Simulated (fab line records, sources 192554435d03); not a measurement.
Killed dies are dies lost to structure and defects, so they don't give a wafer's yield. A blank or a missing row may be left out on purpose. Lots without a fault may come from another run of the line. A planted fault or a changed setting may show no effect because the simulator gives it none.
Chamber matching | flow n5_finfet | N5_BEOL_M0_SAQP_SPACER1_ETCHBACK_99 on rie_diel-06: 4 sister chambers
The step etches SiO2 in CHF3/O2, target depth 15.4 nm, time 7.7 s. 4 wafers are shown with their chamber, then 8 later ones without.

WAFERS WITH THEIR CHAMBER
wafer  | chamber | throttle_valve_pct (%)
L334.6 | 1       | 18.89
L344.2 | 0       | 18.61
L344.5 | 2       | 18.98
L345.2 | 3       | 19.24

WAFERS WITHOUT THEIR CHAMBER
wafer  | throttle_valve_pct (%)
L345.3 | 18.93
L345.6 | 18.63
L352.2 | 18.98
L352.5 | 19.28
L352.6 | 18.64
L354.1 | 18.92
L354.5 | 19.26
L354.6 | 18.63

WHICH CHAMBER EACH WENT THROUGH
wafer  | from the rows above     | in truth
L345.3 | can't be placed: 1 or 2 | 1
L345.6 | 0                       | 0
L352.2 | 2                       | 2
L352.5 | 3                       | 3
L352.6 | 0                       | 0
L354.1 | can't be placed: 1 or 2 | 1
L354.5 | 3                       | 3
L354.6 | 0                       | 0
Placed correctly: 6 of 8. Can't be placed from these rows: 2 (the true chamber is among the candidates in 2). Placed wrongly: 0.
How it was worked out, from the rows above alone: a wafer's distance from a chamber is the root of the sum, over the readings, of the square of ((its reading less the chamber's mean) divided by the reading's scatter). The wafer belongs to the nearest chamber; if the next one is less than 2 further off, it can't be placed. A chamber's mean is the mean of its shown wafers. The scatter: with one shown wafer a chamber, the root of the mean of the squares of how far each hidden wafer lies from its nearest shown one.
